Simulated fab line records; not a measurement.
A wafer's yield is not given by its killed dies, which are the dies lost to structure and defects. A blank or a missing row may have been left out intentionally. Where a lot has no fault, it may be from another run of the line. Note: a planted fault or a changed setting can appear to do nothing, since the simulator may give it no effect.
Split-lot experiment + flow n5-finfet + route with 1938 steps; 7 lots, 21 wafers read

== ABOUT THE SPLIT ==
At N5_BEOL_M7_ILD_DEP_00 (deposits SiCOH lowk from DEMS/porogen, target thk 179.75 nm, time 33.4 s), the setting time-s was moved away from the recipe's 33.4 s on 6 of the 21 wafers read, by -10.7% to +11.4%. This setting was run at the recipe's value on the other wafers.

== SPLIT TO READING: what lies between them in the file, 1 step ==
- N5_BEOL_M7_CURE_74: cures SiCOH lowk, time 240 s

== THE READING ==
M7_ILD_THK (nm), taken at N5_BEOL_M7_THK_MEAS_01. Typical for fault-free wafers on this fab line: 154.4 nm, with standard deviation 2.4 nm.

| wafer  | tool, chamber at the split | time-s as run, s | against the recipe | M7_ILD_THK, nm | against lot-mates on the recipe |
|--------|----------------------------|------------------|--------------------|----------------|---------------------------------|
| L079.1 | pecvd-01, 2                | 33.4             | recipe             | 155.1          | -                               |
| L079.4 | pecvd-01, 1                | 37.13            | +11.2%             | 174.5          | +18.5                           |
| L079.5 | pecvd-01, 2                | 33.4             | recipe             | 156.9          | -                               |
| L081.2 | pecvd-02, 2                | 33.4             | recipe             | 150.7          | -                               |
| L081.3 | pecvd-02, 0                | 33.4             | recipe             | 148.9          | -                               |
| L081.6 | pecvd-02, 1                | 33.4             | recipe             | 153.7          | -                               |
| L083.1 | pecvd-04, 2                | 33.4             | recipe             | 153.6          | -                               |
| L083.3 | pecvd-04, 0                | 33.4             | recipe             | 153.7          | -                               |
| L083.5 | pecvd-04, 1                | 33.4             | recipe             | 155.6          | -                               |
| L090.1 | pecvd-04, 1                | 29.83            | -10.7%             | 134.7          | -18.5                           |
| L090.5 | pecvd-04, 1                | 33.4             | recipe             | 153.2          | -                               |
| L090.6 | pecvd-04, 2                | 29.83            | -10.7%             | 138.4          | -14.8                           |
| L091.1 | pecvd-04, 2                | 37.22            | +11.4%             | 173.2          | +17.3                           |
| L091.2 | pecvd-04, 0                | 33.4             | recipe             | 153.8          | -                               |
| L091.5 | pecvd-04, 1                | 33.4             | recipe             | 158.0          | -                               |
| L086.3 | pecvd-04, 1                | 31.81            | -4.8%              | 149.5          | -6.9                            |
| L086.5 | pecvd-04, 0                | 31.81            | -4.8%              | 148.5          | -7.9                            |
| L086.6 | pecvd-04, 1                | 33.4             | recipe             | 156.4          | -                               |
| L092.4 | pecvd-01, 2,0              | 33.4             | recipe             | 158.3          | -                               |
| L092.5 | pecvd-01, 2,0              | 33.4             | recipe             | 158.1          | -                               |
| L092.6 | pecvd-01, 1                | 33.4             | recipe             | 158.4          | -                               |
Where a row lists several chambers, the file gives one row for several wafers and doesn't say which wafer went through which chamber.

THE FIT
A straight line over all 21 wafers: M7_ILD_THK changes by +1.66 nm for each +1% of time-s; r = +0.96; the points scatter about the line by 2.6 nm.
The same after taking each lot's own level away (the mean of its wafers on the recipe; 21 wafers): +1.57 nm for each +1%; r = +0.99; scatter 1.3 nm.
The reading moves by 18 nm for the largest change in time-s, on that fit.
The lots' own levels span 151.10 to 158.27 nm, that is 3.0 times the standard deviation above.
The two slopes are in agreement: the lot-to-lot level therefore moves the slope only a little.
Check: for one of the wafers moved furthest among these (+11.4%), held out of the fit, the line's prediction against its lot-mates is +18.3 nm. It came out at +17.3 nm against them.

== OTHER SPLITS ON THESE WAFERS ==
Before the reading, these wafers also passed through other splits. Each is held against what the fit with the lots' levels taken away leaves over:
| other split on the same wafers | wafers away from the commonest value | r with M7_ILD_THK (lot level and that fit taken away) |
|--------------------------------|--------------------------------------|-------------------------------------------------------|
| N5_BEOL_M3_ETCH_64 time-s      | 6                                    | -0.16                                                 |
| N5_BEOL_M3_COAT_22 spin-rpm    | 9                                    | -0.04                                                 |
| N5_BEOL_M4_COAT_05 spin-rpm    | 6                                    | +0.32                                                 |
| N5_BEOL_M4_ETCH_64 time-s      | 7                                    | +0.27                                                 |
| N5_BEOL_M6_COAT_59 spin-rpm    | 8                                    | +0.21                                                 |
| N5_BEOL_M6_COAT_05 spin-rpm    | 8                                    | -0.32                                                 |

== THE WHOLE CHAIN: every reading that the file lists as answering this split, in the file's order ==
| step                   | what it does                                                             | reading                                                                                  | change (the file's fit)              | r (the file's) |
|------------------------|--------------------------------------------------------------------------|------------------------------------------------------------------------------------------|--------------------------------------|----------------|
| N5_BEOL_M7_ILD_DEP_00  | deposits SiCOH lowk from DEMS/porogen, target thk 179.75 nm, time 33.4 s | SiCOH_lowk_of_BEOL_M7_ILD_DEP_00.thk-nm (the simulator's own value, which no gauge read) | +1.8 nm for each +1% of the setting  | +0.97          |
| N5_BEOL_M7_CURE_74     | cures SiCOH lowk, time 240 s                                             | SiCOH_lowk_of_BEOL_M7_ILD_DEP_00.thk-nm (the simulator's own value, which no gauge read) | +1.57 nm for each +1% of the setting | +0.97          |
| N5_BEOL_M7_THK_MEAS_01 |                                                                          | M7_ILD_THK                                                                               | +1.57 for each +1% of the setting    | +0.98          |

== FILE'S OWN FIT ==
M7_ILD_THK changes by +1.57 nm for each +1% of time-s, r = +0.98.
